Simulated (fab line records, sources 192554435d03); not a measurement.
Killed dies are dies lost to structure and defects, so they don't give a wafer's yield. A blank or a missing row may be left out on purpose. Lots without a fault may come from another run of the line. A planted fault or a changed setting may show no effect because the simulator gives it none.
A struck lot beside a sound one | flow n5_finfet | 15 steps out of a route of 1938
Sound: wafers L245.1, L245.2, L245.5. Struck: wafers L249.3, L249.4. (L249.1 of the same lot was not struck and is left out.) The cause comes at the end.
At each step with rows: each side's tool, then ch and its chambers, then its first start. Under that, the readings that differ: sound wafers | struck wafers | difference of the means | sigmas: that difference in standard deviations of wafers without a fault.
alike: readings whose means differ by less than 2 such deviations, and words and numbers that are the same on both sides. not compared: withheld readings, readings that some wafer has no value for, bounds like >300 that may hide the same value, and numbers for which the record gives no deviation and whose values overlap.
The two part at a step that has a row with sigmas, a row that says differs or no value, or rows on one side only. Numbers that don't overlap but have no deviation are shown without sigmas and don't part them. A reading that every wafer of one side lacks parts them only if that side has two wafers or more.

first, 8 steps without rows for these wafers: N5_SD_EPI_P_COAT_34 (time 60 s, resist thk 350 nm); N5_SD_EPI_P_COAT_35 (time 60 s, resist thk 35 nm); N5_SD_EPI_P_COAT_03 (resist thk 150 nm); N5_SD_EPI_P_EBR_05; N5_SD_EPI_P_SOFTBAKE_04 (time 60 s); N5_SD_EPI_P_EXPOSE_06 (exposes mask SD P BLK, target cd 240 nm); N5_SD_EPI_P_PEB_07 (peb time 60 s); N5_SD_EPI_P_DEVELOP_08 (develop time 30 s).
N5_SD_EPI_P_CD_MEAS_09: target cd 240 nm.
  sound on cd_sem-01 ch 0, day 3 19:38; struck on cd_sem-03 ch 0, day 4 17:08
  alike: cd_nm
N5_SD_EPI_P_OVL_MEAS_10:
  sound on overlay-02 ch 0, day 3 19:40; struck on overlay-02 ch 0, day 4 17:10
  alike: SD_P_BLK_OVL
N5_SD_EPI_P_INSPECT_11: inspects for defects (macro).
  sound on defect_inspect-01, day 3 19:41; struck on defect_inspect-01, day 4 17:11
  alike: raw_defect_count
N5_SD_EPI_P_DESCUM_14: chemistry O2, time 7.9 s.
  sound on rie_diel-05 ch 0,2,3, day 3 19:44; struck on rie_diel-05 ch 1,3, day 4 17:40
  alike: drypump_motor_current_A, oes_product_au, rf_vpp_V, showerhead_plenum_p_Torr, throttle_valve_pct
  not compared: rf_hours_counter_h
N5_SD_EPI_P_ETCH_36: etches SiARC in CF4, target depth 45.5 nm, time 75.8 s.
  sound on rie_diel-05 ch 0,2,3, day 3 19:46; struck on rie_diel-05 ch 1,3, day 4 17:42
  reading               | sound          | struck      | difference | sigmas
  etch_rf_on_time_s (s) | 78.1 74.9 74.8 | 136.4 128.3 | +56.4      | +28
  oes_product_au (a.u.) | 0.60 0.77 0.75 | 0.51 0.54   | -0.18      | -3
  alike: drypump_motor_current_A, rf_vpp_V, showerhead_plenum_p_Torr, throttle_valve_pct
  not compared: rf_hours_counter_h
N5_SD_EPI_P_ETCH_37: etches SOC in N2/H2, overetch 108 nm, time 486 s.
  sound on rie_diel-05 ch 0,2,3, day 3 19:49; struck on rie_diel-05 ch 1,3, day 4 17:46
  reading             | sound             | struck      | difference | sigmas
  n2_flow_sccm (sccm) | 199.8 199.3 199.2 | 200.5 201.2 | +1.4       | +2
  alike: drypump_motor_current_A, oes_product_au, rf_vpp_V, showerhead_plenum_p_Torr, throttle_valve_pct
  not compared: rf_hours_counter_h
-- the record jumps here: 5 days lie between the struck wafers' starts before and after (it left off in module SD_EPI_P and takes up again in module BEOL_M4, whose first step shown is number 1111 of the route) --
N5_BEOL_M4_RC_MEAS_101:
  sound on prober-02 ch 0, day 9 12:12; struck on prober-01 ch 0, day 9 21:33
  alike: DIBL_N, DIBL_P, IOFF_N, IOFF_P, ION_N, ION_P, SS_N, SS_P, VT_N, VT_P

WHERE THEY PART
First at N5_SD_EPI_P_ETCH_36; last, within this record, at N5_SD_EPI_P_ETCH_37. Later steps at which nothing parts them and some readings are alike: N5_BEOL_M4_RC_MEAS_101.

WHY: what the simulator had put in
Process parameter drift: rie_diel-05, from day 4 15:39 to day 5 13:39, at N5_SD_EPI_P_ETCH_36. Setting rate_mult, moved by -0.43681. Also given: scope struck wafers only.
